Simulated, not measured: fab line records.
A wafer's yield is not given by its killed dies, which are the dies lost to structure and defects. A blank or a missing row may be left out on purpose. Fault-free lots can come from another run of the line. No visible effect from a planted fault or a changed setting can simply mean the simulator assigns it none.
Matching of chambers    flow n5-finfet    N5_FIN_SAQP_PECVD_47 on pecvd-04 has 3 sister chambers
The step deposits a-Si from SiH4/He, target thk 45 nm, time 36.3 s. 6 wafers are shown with their chamber, then 9 later ones without.

== WAFERS WITH THEIR CHAMBER ==
wafer   chamber  throttle-valve-pct (%)  showerhead-plenum-p-Torr (Torr)
L088.4  2        17.7                    5.64
L092.4  0        18.1                    5.66
L092.5  2        17.8                    5.65
L093.2  1        17.3                    5.68
L093.4  1        17.3                    5.67
L093.6  0        18.2                    5.67

== WAFERS MISSING THEIR CHAMBER ==
wafer   throttle-valve-pct (%)  showerhead-plenum-p-Torr (Torr)
L094.4  18.2                    5.67
L094.5  18.3                    5.67
L094.6  17.6                    5.68
L095.1  17.6                    5.69
L095.3  17.1                    5.66
L095.6  17.6                    5.67
L097.1  18.4                    5.66
L097.3  17.2                    5.67
L097.6  18.3                    5.66

== WHICH CHAMBER EACH WENT THROUGH ==
wafer   from the rows above      in truth
L094.4  0                        0
L094.5  0                        0
L094.6  can't be placed: 1 or 2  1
L095.1  can't be placed: 1 or 2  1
L095.3  1                        1
L095.6  can't be placed: 2 or 1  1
L097.1  0                        0
L097.3  1                        1
L097.6  0                        0
Correct placement for 6 of the 9. Can't be placed from these rows: 3 (the true chamber is among the candidates in 3). Wrongly placed: 0.
How it was worked out, from the rows above alone: a wafer's distance from a chamber is the root of the sum, over the readings, of the square of ((its reading less the chamber's mean) divided by the reading's scatter). The wafer belongs to the nearest chamber; if the next one is less than 2 further off, it can't be placed. The mean given for a chamber averages the wafers shown for that chamber. How the scatter is found: for the shown wafers, subtract from each reading the mean of its chamber, square and add these, divide the total by (wafers less chambers), then take the root.
